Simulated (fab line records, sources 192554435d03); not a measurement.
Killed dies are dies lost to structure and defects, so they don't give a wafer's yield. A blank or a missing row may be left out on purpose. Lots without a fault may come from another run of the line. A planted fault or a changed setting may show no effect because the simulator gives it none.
Split-lot experiment | flow n5_finfet | 7 lots, 21 wafers read, on a route of 1938 steps

THE SPLIT
At N5_BEOL_M0_TRENCH_ETCH_107 (etches SiOC in C4F6/O2, target depth 32.8 nm, time 16.4 s), the setting target_depth_a was moved away from the recipe's 328 angstrom on 8 of the 21 wafers read, by -9.5% to -3.9%. The other wafers ran this setting at the recipe's value.

FROM THE SPLIT TO THE READING: what the file shows between them, 1 step
- N5_BEOL_M0_STRIP_142: strips in N2/H2, time 10 s

THE READING
trench_depth_nm, in nm, at N5_BEOL_M0_OCD_MEAS_108. Fault-free wafers of this fab line usually give 32.7 nm, standard deviation 0.63 nm.

wafer  | tool, chamber at the split | target_depth_a as run, angstrom | against the recipe | trench_depth_nm, nm | against lot-mates on the recipe
L078.1 | rie_diel-06, 2             | 328                             | recipe             | 32.4                | -
L078.2 | rie_diel-06, 1             | 328                             | recipe             | 32.6                | -
L078.5 | rie_diel-06, 2             | 328                             | recipe             | 33.2                | -
L081.1 | rie_diel-01, 0             | 296.9                           | -9.5%              | 29.0                | no lot-mate on the recipe
L081.2 | rie_diel-01, 3             | 296.9                           | -9.5%              | 30.1                | no lot-mate on the recipe
L081.4 | rie_diel-01, 0             | 296.9                           | -9.5%              | 28.8                | no lot-mate on the recipe
L080.2 | rie_diel-02, 2             | 300.4                           | -8.4%              | 30.7                | -1.7
L080.3 | rie_diel-02, 1             | 328                             | recipe             | 32.2                | -
L080.4 | rie_diel-02, 2             | 328                             | recipe             | 32.6                | -
L082.1 | rie_diel-06, 1             | 328                             | recipe             | 33.0                | -
L082.2 | rie_diel-06, 0             | 328                             | recipe             | 33.2                | -
L082.5 | rie_diel-06, 0             | 328                             | recipe             | 32.8                | -
L087.2 | rie_diel-01, 2             | 328                             | recipe             | 33.1                | -
L087.4 | rie_diel-01, 1             | 328                             | recipe             | 34.3                | -
L087.5 | rie_diel-01, 2             | 306.5                           | -6.6%              | 31.1                | -2.6
L089.2 | rie_diel-02, 0             | 328                             | recipe             | 32.2                | -
L089.3 | rie_diel-02, 2             | 299.3                           | -8.7%              | 30.2                | -2.0
L089.5 | rie_diel-02, 2             | 299.3                           | -8.7%              | 29.6                | -2.6
L094.1 | rie_diel-06, 3             | 328                             | recipe             | 33.3                | -
L094.2 | rie_diel-06, 1             | 315.2                           | -3.9%              | 31.4                | -1.6
L094.6 | rie_diel-06, 1             | 328                             | recipe             | 32.8                | -

THE FIT
A straight line over all 21 wafers: trench_depth_nm changes by +0.347 nm for each +1% of target_depth_a; r = +0.94; the points scatter about the line by 0.56 nm.
The same after taking each lot's own level away (the mean of its wafers on the recipe; 18 wafers): +0.272 nm for each +1%; r = +0.92; scatter 0.42 nm.
On that fit, the largest move of target_depth_a shifts the reading by 2.6 nm.
The lots' own levels span 32.20 to 33.70 nm, that is 2.4 times the standard deviation above.
So the lot-to-lot level changes the slope: the two fits differ.
Check: with one of the wafers moved furthest among these (-8.7%) left out of the fit, the line predicts -2.57 nm for it against its lot-mates. It came out at -2 nm against them.

OTHER SPLITS ON THESE WAFERS
These wafers also went through other splits before the reading. Each is held against what the fit with the lots' levels taken away leaves over:
other split on the same wafers            | wafers away from the commonest value | r with trench_depth_nm (lot level and that fit taken away)
N5_SDB_EXPOSE_08 dose_mj                  | 7                                    | -0.37
N5_HKMG_FIN_PWFM_ALD_03 ald_cycles        | 8                                    | +0.16
N5_HKMG_FIN_COAT_06 spin_rpm              | 8                                    | +0.43
N5_BEOL_M0_SAQP_COAT_81 spin_rpm          | 7                                    | -0.07
N5_BEOL_M0_SAQP_DEVELOP_13 develop_time_s | 9                                    | +0.02

THE WHOLE CHAIN: every reading that the file lists as answering this split, in the file's order
step                       | what it does                                              | reading                                                                   | change (the file's fit)               | r (the file's)
N5_BEOL_M0_TRENCH_ETCH_107 | etches SiOC in C4F6/O2, target depth 32.8 nm, time 16.4 s | BEOL_M0.feature_depth_nm (the simulator's own value, which no gauge read) | +0.303 nm for each +1% of the setting | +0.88
N5_BEOL_M0_OCD_MEAS_108    |                                                           | trench_depth_nm                                                           | +0.283 nm for each +1% of the setting | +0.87

THE FILE'S OWN FIT
trench_depth_nm changes by +0.283 nm for each +1% of target_depth_a, r = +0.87.
